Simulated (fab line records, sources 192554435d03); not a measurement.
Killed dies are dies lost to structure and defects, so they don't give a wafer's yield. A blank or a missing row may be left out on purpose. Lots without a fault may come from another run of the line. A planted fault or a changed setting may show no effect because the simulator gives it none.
Which tool did it? | flow n5_finfet | 24 lots, 72 wafers sampled, at 1 step of a route of 1938

WHAT THE GAUGES READ, wafer by wafer
N5_BEOL_M6_OVL_MEAS_29. Usual: V5_OVL -0.2 nm, standard deviation 0.67.
lot  | measured     | on         | V5_OVL (nm)    | flag
L074 | day 10 10:10 | overlay-02 | 0.5 0.7 0.5    |
L076 | day 11 00:58 | overlay-02 | 0.3 1.4 0.2    |
L077 | day 11 15:20 | overlay-02 | -0.3 0.2 0.0   |
L075 | day 11 19:13 | overlay-01 | -1.0 -0.4 -0.9 |
L078 | day 11 21:50 | overlay-01 | -0.4 -0.7 -0.1 |
L079 | day 12 03:47 | overlay-01 | 0.1 -0.4 0.4   |
L080 | day 12 16:20 | overlay-01 | -0.7 -1.7 -0.6 |
L081 | day 13 02:11 | overlay-02 | 0.5 1.3 -0.1   |
L082 | day 13 06:12 | overlay-02 | -1.0 -0.7 -0.9 |
L084 | day 13 06:22 | overlay-02 | 0.1 0.8 1.9    |
L083 | day 13 08:19 | overlay-01 | -0.9 -0.3 0.0  |
L085 | day 13 18:46 | overlay-02 | 0.0 -0.9 -0.8  |
L087 | day 13 18:48 | overlay-02 | -0.3 -0.1 -1.1 |
L086 | day 14 12:00 | overlay-02 | -0.5 0.0 0.0   |
L090 | day 14 18:01 | overlay-01 | -1.6 -1.6 -0.6 |
L089 | day 14 18:17 | overlay-02 | -0.7 0.2 0.0   |
L088 | day 14 23:13 | overlay-01 | 0.2 0.1 1.4    |
L092 | day 15 12:07 | overlay-02 | -0.2 -0.3 -0.1 |
L091 | day 15 12:32 | overlay-02 | 0.0 -0.8 -0.6  |
L093 | day 16 00:19 | overlay-02 | 0.7 -1.2 0.4   |
L094 | day 16 01:41 | overlay-01 | -0.2 0.5 0.2   |
L095 | day 16 02:12 | overlay-01 | 0.5 -0.6 0.6   |
L096 | day 16 04:11 | overlay-02 | 0.5 0.8 -0.2   |
L097 | day 16 10:20 | overlay-01 | -0.2 -0.7 1.3  |

WHICH TOOL RAN EACH LOT (tool, then ch and the chambers of the sampled wafers, then the start)
The record holds no process step before these readings.

WHAT THE TOOLS THEMSELVES READ (means of the sampled wafers that have a number; where no wafer has one, the mark that the record gives instead)
The record holds no such reading with a usual standard deviation.

THE ANSWER, worked out from the rows above alone
Rule: a lot is off if the mean of its wafers that have a number lies more than 3 standard deviations from the usual mean. A lot without any number at a reading at which 4 lots or more have one is off too. The other lots that the step has rows for count as sound. The gauges are gone through in route order, then the tools' own readings, and for those a lot's mean is taken as printed above. The first step at which some lot is off is used, and at that step the reading that is off furthest; a lot without a number counts as furthest.
No lot is off at any reading shown: from this, nothing can be told.

WHAT THE SIMULATOR HAD PUT IN
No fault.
